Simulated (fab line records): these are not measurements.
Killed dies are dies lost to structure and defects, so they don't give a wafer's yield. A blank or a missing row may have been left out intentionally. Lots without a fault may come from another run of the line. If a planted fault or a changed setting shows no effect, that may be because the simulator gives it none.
Struck lot and sound lot, side by side | flow n5-finfet | 38 steps out of a route of 1938
Sound: wafers L672.1, L672.4, L672.6. Struck: wafer L679.2 (left out: L679.1, L679.3 of the same lot, which were not struck); the cause appears at the end.
For every step that has rows: the tool of each side, followed by ch and its chambers, followed by its first start. Under that, the readings that differ: sound wafers | struck wafers | difference of the means | sigmas: that difference in standard deviations of wafers without a fault.
alike: words and numbers the same on both sides, and readings whose means are apart by under 2 such deviations; not compared: readings that were withheld, readings missing a value for some wafer, numbers with overlapping values and no deviation given by the record, and bounds like >300 which may hide the same value.
Wherever a step has rows on one side only, a row that says differs or no value, or a row with sigmas, the two part there. Numbers that don't overlap but have no deviation are shown without sigmas and don't part them. Lack of a reading on every wafer of one side parts them only where that side has two or more wafers.

first, 9 steps without rows for these wafers: N5_MOL_CONTACT_COAG_SRD_128 (dry time 32 s); N5_MOL_CONTACT_COAG_CMP_52 (polishes, stops on SiO2, t overpolish 1.5 s, target thk 66.5 nm); N5_MOL_CONTACT_COAG_ANNEAL_112 (time 1800 s); N5_BEOL_M0_SAQP_PECVD_00 (deposits SiCN from 3MS/NH3, target thk 8 nm, time 14 s); N5_BEOL_M0_SAQP_ILD_DEP_01 (deposits SiOC from DEMS/O2, target thk 45.419 nm, time 8.7 s); N5_BEOL_M0_SAQP_HM_DEP_02 (deposits TiN, target thk 12 nm); N5_BEOL_M0_SAQP_PECVD_03 (deposits SiCN from 3MS/NH3, target thk 12 nm, time 21.1 s); N5_BEOL_M0_SAQP_PECVD_96 (deposits a-Si from SiH4/He, target thk 45 nm, time 45.2 s); N5_BEOL_M0_SAQP_PECVD_97 (deposits SiNx from SiH4/NH3/N2, target thk 23 nm, time 19.9 s).
N5_BEOL_M0_SAQP_PECVD_04: deposits a-Si from SiH4/He, target thk 60 nm, time 60.2 s.
  sound on pecvd-04 ch 0,1, day 7 21:35; struck on pecvd-04 ch 0, day 9 11:02
  reading                                         | sound          | struck | difference | sigmas
  model.a-Si_of_BEOL_M0_SAQP_PECVD_04.thk-nm (nm) | 60.8 61.4 61.8 | 111.4  | +50.1      |
  alike: heater-power-w, showerhead-plenum-p-Torr, showerhead-vpp-V, throttle-valve-pct
N5_BEOL_M0_SAQP_THK_MEAS_05:
  sound on film-metro-01 at day 7 21:41; struck on film-metro-02 at day 9 11:08
  reading     | sound          | struck | difference | sigmas
  thk-nm (nm) | 60.8 61.4 61.8 | 111.4  | +50.1      | +50
then, 15 steps without rows for these wafers: N5_BEOL_M0_SAQP_HM_DEP_111 (deposits SiO2 from SiH4/N2O, target thk 12 nm, time 7.2 s); N5_BEOL_M0_SAQP_COAT_81 (time 60 s, resist thk 100 nm); N5_BEOL_M0_SAQP_COAT_82 (time 60 s, resist thk 30 nm); N5_BEOL_M0_SAQP_COAT_08 (resist thk 90 nm); N5_BEOL_M0_SAQP_EBR_10; N5_BEOL_M0_SAQP_SOFTBAKE_09 (time 60 s); N5_BEOL_M0_SAQP_EXPOSE_11 (exposes mask M0 CORE, target cd 42 nm); N5_BEOL_M0_SAQP_PEB_12 (peb time 60 s); N5_BEOL_M0_SAQP_DEVELOP_13 (develop time 30 s); N5_BEOL_M0_SAQP_DESCUM_19 (chemistry O2, time 7.9 s); N5_BEOL_M0_SAQP_ETCH_83 (etches SiARC in CF4, target depth 39 nm, time 65 s); N5_BEOL_M0_SAQP_ETCH_84 (etches SOC in N2/H2, target depth 100 nm, overetch 20 nm, time 150 s); N5_BEOL_M0_SAQP_STRIP_80 (strips in N2/H2); N5_BEOL_M0_SAQP_HM_OPEN_112 (chemistry CHF3/O2, target SiO2, stops on a-Si, target depth 12 nm, time 13.5 s); N5_BEOL_M0_SAQP_STRIP_113 (strips in CHF3/O2).
N5_BEOL_M0_SAQP_MANDREL_ETCH_20: etches a-Si in HBr/Cl2, stops on SiNx, target depth 60 nm, bt time 10 s, time 30 s.
  sound on rie-si-01 ch 0,2,3, day 7 22:31; struck on rie-si-01 ch 3, day 9 11:51
  reading                  | sound             | struck | difference | sigmas
  oes-product-au (a.u.)    | 0.790 0.787 0.801 | 1.032  | +0.239     | +17
  throttle-valve-pct (%)   | 34.8 36.0 35.5    | 34.4   | -1.0       | -3
  model.etch.depth-nm (nm) | 60.85 61.37 61.75 | 91.92  | +30.60     |
  alike: bias-w, chamber-pressure-mTorr, drypump-motor-current-A
  not compared: rf-hours-counter-h
then, 5 steps without rows for these wafers: N5_BEOL_M0_SAQP_STRIP_86 (strips in N2/H2); N5_BEOL_M0_SAQP_STRIP_115 (strips in post etch residue remover, time 60 s); N5_BEOL_M0_SAQP_SRD_93 (time 30 s); N5_BEOL_M0_SAQP_RECESS_114 (chemistry HF/NH3, target SiO2, target depth 14.4 nm, afs cycles 3, sublimation time 60 s); N5_BEOL_M0_SAQP_SPACER1_ALD_98 (deposits SiO2, target thk 12.8 nm, pulse time 1 s, purge time 2 s).
N5_BEOL_M0_SAQP_SPACER1_ETCHBACK_99: etches SiO2 in CHF3/O2, target depth 15.4 nm, time 7.7 s.
  sound on rie-diel-01 ch 0,1, day 7 23:37; struck on rie-diel-01 ch 1, day 9 13:10
  reading                                         | sound          | struck | difference | sigmas
  oes-product-au (a.u.)                           | 0.66 0.67 0.74 | 0.25   | -0.44      | -5
  model.a-Si_of_BEOL_M0_SAQP_PECVD_04.thk-nm (nm) | 60.2 60.8 61.2 | 110.8  | +50.1      |
  alike: bias-w, chamber-pressure-mTorr, drypump-motor-current-A, oes_ar_750_au, rf-vpp-V, showerhead-plenum-p-Torr, throttle-valve-pct
  not compared: rf-hours-counter-h
then, 2 steps without rows for these wafers: N5_BEOL_M0_SAQP_MANDREL1_REMOVE_100 (chemistry HBr/Cl2/O2, target a-Si, stops on SiNx, bt time 10 s); N5_BEOL_M0_SAQP_ETCH_101 (etches SiNx in CH3F/O2, target depth 29.9 nm, time 42.7 s).
N5_BEOL_M0_SAQP_INSPECT_42: inspects for defects (brightfield).
  sound on defect-inspect-02 at day 8 02:19; struck on defect-inspect-02 at day 9 16:02
  reading          | sound       | struck | difference | sigmas
  raw-defect-count | 259 288 258 | 2029   | +1761      | +23
N5_BEOL_M4_RC_MEAS_101:
  the record has rows for the sound wafers here (prober-02 ch 0, day 10 01:52) and none for the struck ones
-- here the record skips 7 days between the struck wafers' starts before and after, leaving off in module BEOL_M4 and picking up in module PASSIVATION (first step shown: number 1936 of the route) --
N5_PASSIVATION_PROBE_49:
  sound on prober-01 at day 14 13:38; struck on prober-01 at day 16 17:40
  reading                  | sound          | struck | difference | sigmas
  defect-limited-yield (%) | 93.6 91.9 93.3 | 0      | -93        | -62
  killed_at_M0_to_M3       | 20 27 15       | 1103   | +1082      | +99 or more
  killed_at_M4_up          | 7 16 9         | 22     | +11        | +2
  killed-dies              | 76 96 79       | 1180   | +1096      | +61
  killed-on-rim            | 8 12 10        | 152    | +142       | +32
  sort_bin_5_function (%)  | 4.0 4.9 4.1    | 95.5   | +91.2      | +92
  sort_bin_6_memory (%)    | 2.3 3.1 2.5    | 4.2    | +1.6       | +2
  sort-n-pass              | 1104 1084 1101 | 0      | -1096      | -61
  sort-yield-pct (%)       | 93.6 91.9 93.3 | 0      | -93        | -62
  alike: killed-at-contacts, killed-at-front-end, killed-at-other, killed-open, killed-short, sort_bin_8_speed

== WHERE THEY PART ==
First at N5_BEOL_M0_SAQP_THK_MEAS_05; last, within this record, at N5_PASSIVATION_PROBE_49.

WHY: what the simulator had put in
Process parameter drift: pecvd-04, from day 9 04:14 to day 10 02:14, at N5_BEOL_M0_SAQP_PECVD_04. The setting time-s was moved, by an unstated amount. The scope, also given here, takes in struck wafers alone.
